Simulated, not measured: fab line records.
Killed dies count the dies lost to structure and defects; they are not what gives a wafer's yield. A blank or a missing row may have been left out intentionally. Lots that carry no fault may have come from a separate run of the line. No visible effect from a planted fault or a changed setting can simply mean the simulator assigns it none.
Problem report in the 8D (eight disciplines) form, filled by code    flow nandHarc    the parts of the form that need people (team, actions taken, sign-off) are left out

## 1. THE ISSUE
Wafers without a fault read 54, standard deviation 12; killedAtArray at NHARC_END_SORT_01 reads a mean of 672 on 6 wafers belonging to 2 lots. That puts it +52 standard deviations away from the usual mean.
Seen first at day 26 23:28 on prober-02, wafer L583.2. At this step, 24 wafers from 8 lots have a number in the record. By rule, "out" or "out of limits" means more than 4 standard deviations away from the usual mean. The rest of the wafers with a number are treated as sound.

## 2. WHAT IT IS AND WHAT IT IS NOT
question                     is                         is not
which readings at this step  killedAtArray, killedDies  killedAtOther, killedAtPeriphery, killedOpen, killedShort
which lots                   L583, L585                 L579, L584, L594, L595, L598, L599
which wafers of those lots   all that have a number     -
read on which gauges         prober-02                  prober-01
when                         from day 26 23:28          up to then (4 sound wafers); but 14 sound wafers of L584, L594, L595, L598, L599 came after

## 3. THE SUSPECTS, EACH WITH WHAT RULES IT OUT
Counting: a tool stays on the suspect list if, at a process step up to the reading, it processed all lots that are out and no sound lot following the first of them.
- the gauge at NHARC_END_SORT_01: kept. All the wafers that are out were read on prober-02, and no step on other tools shows them out.
- cmp-02 at NHARC_A_STAIRCASE_CMP_152 (polishes): ruled out as a lasting fault. The sound lots L595, L598 went through it after L583, its earliest lot that is out (day 21 14:05).
- rieDiel-11 at NHARC_A_STAIRCASE_ETCHBACK_157 (etches the open film in CH3F/O2, target depth 90 nm, time 167.14 s): ruled out as a lasting fault. The sound lots L599 went through it after L583, its earliest lot that is out (day 21 14:55).
After counting, what remains is prober-02 at NHARC_END_SORT_01.

## 4. THE CAUSE (what the simulator had put in)
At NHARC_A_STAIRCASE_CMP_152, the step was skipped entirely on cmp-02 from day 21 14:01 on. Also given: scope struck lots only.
The count ruled it out by mistake, since the rule takes a fault to strike every lot its tool runs from the start of the fault on, and this one did not do so.

## 5. SEQUENCE OF EFFECTS, ordered by route
Each row: a reading where the mean over the struck wafers with a number is more than 3 standard deviations away from the usual. Only readings whose record carries a usual standard deviation are examined. hours: median over the lots of the time between each lot's start at the first step of this table that gives one and its start at this step. sigmas: the change, counted in usual standard deviations.
hours  step               reading        usual  on struck wafers  change  sigmas
0      NHARC_END_SORT_01  killedAtArray  54     672               +618    +52
0      NHARC_END_SORT_01  killedDies     59     677               +618    +48
Readings that are blank on the struck wafers while sound wafers have them: edgeZonePressureFrac at NHARC_A_STAIRCASE_CMP_152; motorCurrentA at NHARC_A_STAIRCASE_CMP_152.

## 6. HOW IT WOULD HAVE BEEN CAUGHT EARLIER
In this record the first reading out of limits at a measuring or inspecting step was taken at day 26 23:28, 129 hours after the fault began at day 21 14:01.
At NHARC_A_STAIRCASE_CMP_152 the tool's readings are blank on the struck wafers, where sound wafers have them: an empty tool record is the first sign, and it was there at once.
